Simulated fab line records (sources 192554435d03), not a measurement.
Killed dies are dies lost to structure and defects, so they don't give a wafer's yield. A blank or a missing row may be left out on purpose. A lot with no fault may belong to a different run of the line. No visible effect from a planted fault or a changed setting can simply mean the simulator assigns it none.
One fault through the eyes of 2 desks + flow n5 finfet + numbers are kept per desk, each desk with only its own; the story behind them comes last

## TOOL OWNER'S DESK, pvd sputter-01
The tool's own readings at N5_BEOL_M13_SPUTTER_44 (material Ta, target thk 10 nm, time 16.13 s): means of the sampled wafers that have a number, for each lot that ran on this tool. A lot is out of limits, marked OUT, if its mean lies more than 4 standard deviations from the usual mean; the brackets give that distance.
Columns: A = susceptor temp C at N5_BEOL_M13_SPUTTER_44, usual 49.97 C; B = throttle valve pct at N5_BEOL_M13_SPUTTER_44, usual 29.7 %
| lot  | first seen here | A     | B    |
|------|-----------------|-------|------|
| L829 | day 13 06:01    | 50.09 | 29.8 |
| L839 | day 16 00:55    | 50.04 | 29.3 |
This desk found nothing out of limits on any of the 2 lots.

## FROM THE METROLOGY DESK
What the gauges read, lot by lot, whatever tool the lot ran on: means of the sampled wafers that have a number. A lot is out of limits, marked OUT, if its mean lies more than 4 standard deviations from the usual mean; the brackets give that distance.
Columns: A = trench depth nm at N5_BEOL_M13_OCD_MEAS_35, usual 410 nm; B = M13_THK at N5_BEOL_M13_THK_MEAS_50, usual 416 nm
| lot  | first seen here | A   | B   |
|------|-----------------|-----|-----|
| L825 | day 12 09:29    | 413 | 416 |
| L829 | day 13 04:29    | 407 | 414 |
| L839 | day 15 21:01    | 402 | 404 |
| L844 | day 16 12:49    | 401 | 403 |
| L845 | day 17 15:07    | 401 | 404 |
This desk found nothing out of limits on any of the 5 lots.

## TAKEN TOGETHER
The tool owner's desk saw nothing out of limits.
Nothing out of limits was seen by the metrology desk.

## WHAT THE SIMULATOR HAD PUT IN
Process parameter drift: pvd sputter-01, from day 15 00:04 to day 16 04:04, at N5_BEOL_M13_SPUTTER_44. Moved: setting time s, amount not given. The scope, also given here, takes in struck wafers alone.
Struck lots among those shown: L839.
